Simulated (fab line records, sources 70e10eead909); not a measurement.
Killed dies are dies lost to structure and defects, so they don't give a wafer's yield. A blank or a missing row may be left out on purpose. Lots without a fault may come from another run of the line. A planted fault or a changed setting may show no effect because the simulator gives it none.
A struck lot beside a sound one | flow nand_harc | 15 steps out of a route of 1159
Sound: wafers L439.2, L439.3, L439.6. Struck: wafers L452.3, L452.4, L452.6. The cause comes at the end.
At each step with rows: each side's tool, then ch and its chambers, then its first start. Under that, the readings that differ: sound wafers | struck wafers | difference of the means | sigmas: that difference in standard deviations of wafers without a fault.
alike: readings whose means differ by less than 2 such deviations, and words and numbers that are the same on both sides. not compared: withheld readings, readings that some wafer has no value for, bounds like >300 that may hide the same value, and numbers for which the record gives no deviation and whose values overlap.
The two part at a step that has a row with sigmas, a row that says differs or no value, or rows on one side only. Numbers that don't overlap but have no deviation are shown without sigmas and don't part them. A reading that every wafer of one side lacks parts them only if that side has two wafers or more.

NHARC_P_M2_DESCUM_14: chemistry O2, time 3 s.
  sound on rie_diel-02 ch 1,2,3, day 7 06:28; struck on rie_diel-02 ch 1,3, day 10 15:02
  alike: drypump_motor_current_A, oes_product_au, rf_vpp_V, showerhead_plenum_p_Torr, throttle_valve_pct
  not compared: rf_hours_counter_h
then, 2 steps without rows for these wafers: NHARC_P_M2_ETCH_35 (etches the open film in N2/H2, target depth 40 nm, overetch 12 nm, time 43.94 s); NHARC_P_M2_ETCH_15 (etches the open film in C4F8/Ar, target depth 182.5 nm, time 91.2 s).
NHARC_P_M2_CD_MEAS_16:
  sound on cd_sem-01, day 7 06:46; struck on cd_sem-03, day 10 15:30
  alike: cd_nm
NHARC_P_M2_STRIP_18: strips in N2/H2.
  sound on rie_diel-07 ch 0,2,3, day 7 06:50; struck on rie_diel-02 ch 1,2, day 10 15:35
  reading                | sound                | struck               | difference | sigmas
  throttle_valve_pct (%) | 14.172 14.167 14.165 | 14.197 14.179 14.183 | +0.018     | +2
  alike: drypump_motor_current_A, oes_product_au, rf_vpp_V, showerhead_plenum_p_Torr
  not compared: rf_hours_counter_h
then, 3 steps without rows for these wafers: NHARC_P_M2_ETCH_28 (etches the open film in CF4/N2, target depth 30 nm, time 72.99 s); NHARC_P_M2_STRIP_19 (strips in post etch residue remover, time 600 s); NHARC_P_M2_DEGAS_29 (time 60 s).
NHARC_P_M2_PRE_CLEAN_30: time 30 s.
  sound on pvd_sputter-01; struck on pvd_sputter-01
  alike: heater_power_w
NHARC_P_M2_PVD_20: deposits TaN, target thk 5 nm, time 8.06 s.
  sound on pvd_sputter-01; struck on pvd_sputter-01
  alike: throttle_valve_pct
NHARC_P_M2_PVD_21: deposits Cu, target thk 30 nm, time 20.49 s.
  sound on pvd_sputter-01; struck on pvd_sputter-01
  alike: throttle_valve_pct
then, 1 step without rows for these wafers: NHARC_P_M2_ECD_22 (material Cu, target thk 400 nm).
NHARC_P_M2_ANNEAL_31: time 90 s.
  sound on rtp_anneal-02 ch 0, day 7 08:16; struck on rtp_anneal-02, day 10 17:10
  no value came back on the struck wafers for anneal_temp_c (C), anneal_temp_c_max, wafer_temp_C_max; on the sound wafers anneal_temp_c (C) reads 224.96 225.05 224.93
then, 1 step without rows for these wafers: NHARC_P_M2_CMP_23 (polishes, t overpolish 20 s, target thk 144.3 nm).
-- the record jumps here: 14 days lie between the struck wafers' starts before and after (it left off in module P_M2 and takes up again in module END, whose first step shown is number 1159 of the route) --
NHARC_END_SORT_01:
  sound on prober-01 ch 0, day 20 11:42; struck on prober-02 ch 0, day 24 19:40
  reading             | sound       | struck      | difference | sigmas
  killed_at_periphery | 5 2 3       | 25 30 33    | +26        | +12
  sort_bin_2_pct (%)  | 0.9 0.4 0.6 | 4.0 5.0 5.5 | +4.2       | +6
  alike: defect_limited_yield, killed_at_array, killed_at_other, killed_dies, killed_open, killed_short, sort_bin_3_pct, sort_bin_4_pct, sort_n_pass, sort_rim_yield_pct, sort_yield_pct

WHERE THEY PART
First at NHARC_P_M2_STRIP_18; last, within this record, at NHARC_END_SORT_01.

WHY: what the simulator had put in
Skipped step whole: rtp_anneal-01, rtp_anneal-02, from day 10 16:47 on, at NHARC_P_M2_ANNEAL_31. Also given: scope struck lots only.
